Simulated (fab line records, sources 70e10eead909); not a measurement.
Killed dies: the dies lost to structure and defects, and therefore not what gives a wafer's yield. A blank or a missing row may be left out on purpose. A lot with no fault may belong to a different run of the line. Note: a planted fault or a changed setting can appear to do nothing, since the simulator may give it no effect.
Matching of chambers    flow nand-harc    NHARC_A_CONTACT_DEP_24 on pecvd-03: 3 sister chambers
The step deposits SiO2, target thk 500 nm. 3 wafers are shown with their chamber, then 8 later ones without.

WAFERS WITH THEIR CHAMBER
wafer   chamber  throttle-valve-pct (%)
L085.4  0        17.0
L085.5  1        16.2
L086.1  2        15.7

WAFERS WHOSE CHAMBER IS MISSING
wafer   throttle-valve-pct (%)
L086.4  15.9
L086.6  16.0
L089.1  16.3
L089.2  16.4
L089.5  17.0
L095.1  16.2
L095.3  15.9
L095.6  16.3

CHAMBER TAKEN BY EACH
wafer    from the rows above       in truth
L086.4   can't be placed: 2 or 1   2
L086.6   can't be placed: 1 or 2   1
L089.1   1                         1
L089.2   1                         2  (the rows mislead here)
L089.5   0                         0
L095.1   1                         1
L095.3   can't be placed: 2 or 1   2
L095.6   1                         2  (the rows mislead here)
Correct placement for 3 of the 8. Unplaceable from these rows: 3, with the true chamber sitting among the candidates in 3. Number placed wrongly: 2.
How it was worked out, from the rows above alone: a wafer's distance from a chamber is the root of the sum, over the readings, of the square of ((its reading less the chamber's mean) divided by the reading's scatter). If the next closest chamber is less than 2 further off than the closest, the wafer can't be placed; otherwise it belongs to the closest. Each chamber's mean is taken over the wafers shown for it. The scatter (one wafer shown for each chamber): square how far every hidden wafer sits from the nearest shown wafer, average those squares and take the square root.
